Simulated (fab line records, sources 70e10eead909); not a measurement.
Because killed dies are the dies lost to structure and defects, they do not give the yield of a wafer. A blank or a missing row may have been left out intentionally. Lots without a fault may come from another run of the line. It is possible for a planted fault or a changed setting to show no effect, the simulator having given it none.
Shared-tool check	flow nand-harc	12 lots and 36 wafers in the sample

## WHY IT WAS OPENED
On 1 of the 12 lots, a flag is raised at NHARC_P_GATE_CD_MEAS_59 on the reading cd-nm. Wafers without a fault read 719.8 nm, standard deviation 1.9.
Rule: a lot gets a flag if all its wafers with a number sit over 4 standard deviations from that mean, or if no wafer of it has a number. The other lots count as sound.

lot	measured	on	cd-nm (nm), wafer by wafer	flag
L971	day 5 07:41	cd-sem-01	719.6 720.6 718.8	
L972	day 5 18:22	cd-sem-01	722.5 721.1 721.0	
L974	day 6 02:50	cd-sem-01	721.6 717.0 717.6	
L977	day 6 13:04	cd-sem-02	720.3 723.2 719.1	
L976	day 6 14:07	cd-sem-02	709.5 709.0 712.1	FLAGGED
L982	day 8 03:00	cd-sem-03	719.2 720.2 719.8	
L985	day 8 12:45	cd-sem-03	716.9 719.8 718.9	
L986	day 9 08:26	cd-sem-03	722.2 721.7 724.8	
L988	day 9 14:23	cd-sem-01	718.0 718.8 719.9	
L989	day 9 14:40	cd-sem-01	720.2 717.7 720.2	
L991	day 10 00:59	cd-sem-02	717.7 717.2 719.6	
L992	day 10 16:52	cd-sem-03	721.8 719.2 719.3	
Average over the flagged lots: 710.2 nm; offset from the usual -9.6 nm, equal to -5 standard deviations.

## TOOL THAT RAN EACH LOT
Before the reading, the record contains 2 process steps out of a 1159-step route. In each cell: the tool, then ch and the chambers that the sampled wafers went through, then the start.
lot	flag	NHARC_P_GATE_STRIP_111	NHARC_P_GATE_EXPOSE_56
L971		plasma-asher-02 ch 1, day 5 06:30	krf-scanner-01 ch 0, day 5 07:32
L972		plasma-asher-02 ch 0,1, day 5 17:16	krf-scanner-01 ch 0, day 5 18:13
L974		plasma-asher-02 ch 0,1, day 6 01:47	krf-scanner-03 ch 0, day 6 02:41
L977		plasma-asher-02 ch 0,1, day 6 11:50	krf-scanner-04 ch 0, day 6 12:55
L976	FLAGGED	plasma-asher-01 ch 0,1, day 6 13:07	krf-scanner-04 ch 0, day 6 13:58
L982		plasma-asher-02 ch 0,1, day 8 01:46	krf-scanner-04 ch 0, day 8 02:51
L985		plasma-asher-01 ch 0,1, day 8 11:31	krf-scanner-03 ch 0, day 8 12:35
L986		plasma-asher-02 ch 0,1, day 9 07:12	krf-scanner-04 ch 0, day 9 08:16
L988		plasma-asher-02 ch 0,1, day 9 13:20	krf-scanner-04 ch 0, day 9 14:14
L989		plasma-asher-01 ch 0,1, day 9 13:29	krf-scanner-03 ch 0, day 9 14:31
L991		plasma-asher-02 ch 0,1, day 9 23:51	krf-scanner-04 ch 0, day 10 00:50
L992		plasma-asher-01 ch 0,1, day 10 15:39	krf-scanner-04 ch 0, day 10 16:43
What these steps do:
- NHARC_P_GATE_STRIP_111: strips in N2/H2, time 250 s.
- NHARC_P_GATE_EXPOSE_56: exposes mask P PSD, target cd 720 nm.
- NHARC_P_GATE_CD_MEAS_59: target cd 720 nm.

## FLAGGED AGAINST TOTAL, ONE TOOL AT A TIME (gauges that did the reading follow at the end)
step	tool	lots run	flagged	share of the flagged lots	sound lots run after its first flagged lot
NHARC_P_GATE_STRIP_111	plasma-asher-01	4	1	all	3 (L985,L989,L992)
NHARC_P_GATE_STRIP_111	plasma-asher-02	8	0	none	-
NHARC_P_GATE_EXPOSE_56	krf-scanner-01	2	0	none	-
NHARC_P_GATE_EXPOSE_56	krf-scanner-03	3	0	none	-
NHARC_P_GATE_EXPOSE_56	krf-scanner-04	7	1	all	5 (L982,L986,L988,L991,L992)
NHARC_P_GATE_CD_MEAS_59	cd-sem-01	5	0	none	-
NHARC_P_GATE_CD_MEAS_59	cd-sem-02	3	1	all	1 (L991)
NHARC_P_GATE_CD_MEAS_59	cd-sem-03	4	0	none	-

## WHAT IS ALLOWED BY THE TABLE
Every flagged lot was run by 3 rows of the table: plasma-asher-01 at NHARC_P_GATE_STRIP_111, krf-scanner-04 at NHARC_P_GATE_EXPOSE_56 and cd-sem-02 at NHARC_P_GATE_CD_MEAS_59.
- plasma-asher-01 at NHARC_P_GATE_STRIP_111 ran 4 lots, 1 of them flagged. After the first flagged lot (L985, L989, L992), sound lots still ran on it; a lasting fault on the whole tool would not permit that.
- krf-scanner-04 at NHARC_P_GATE_EXPOSE_56 ran 7 lots, 1 of them flagged. After the first flagged lot (L982, L986, L988, L991, L992), sound lots still ran on it; a lasting fault on the whole tool would not permit that.
- cd-sem-02 at NHARC_P_GATE_CD_MEAS_59 ran 3 lots, 1 of them flagged. After the first flagged lot (L991), sound lots still ran on it; a lasting fault on the whole tool would not permit that.
None of the table's rows ran every flagged lot and, after the first, no sound lot.

## WHAT HAD BEEN PUT IN BY THE SIMULATOR
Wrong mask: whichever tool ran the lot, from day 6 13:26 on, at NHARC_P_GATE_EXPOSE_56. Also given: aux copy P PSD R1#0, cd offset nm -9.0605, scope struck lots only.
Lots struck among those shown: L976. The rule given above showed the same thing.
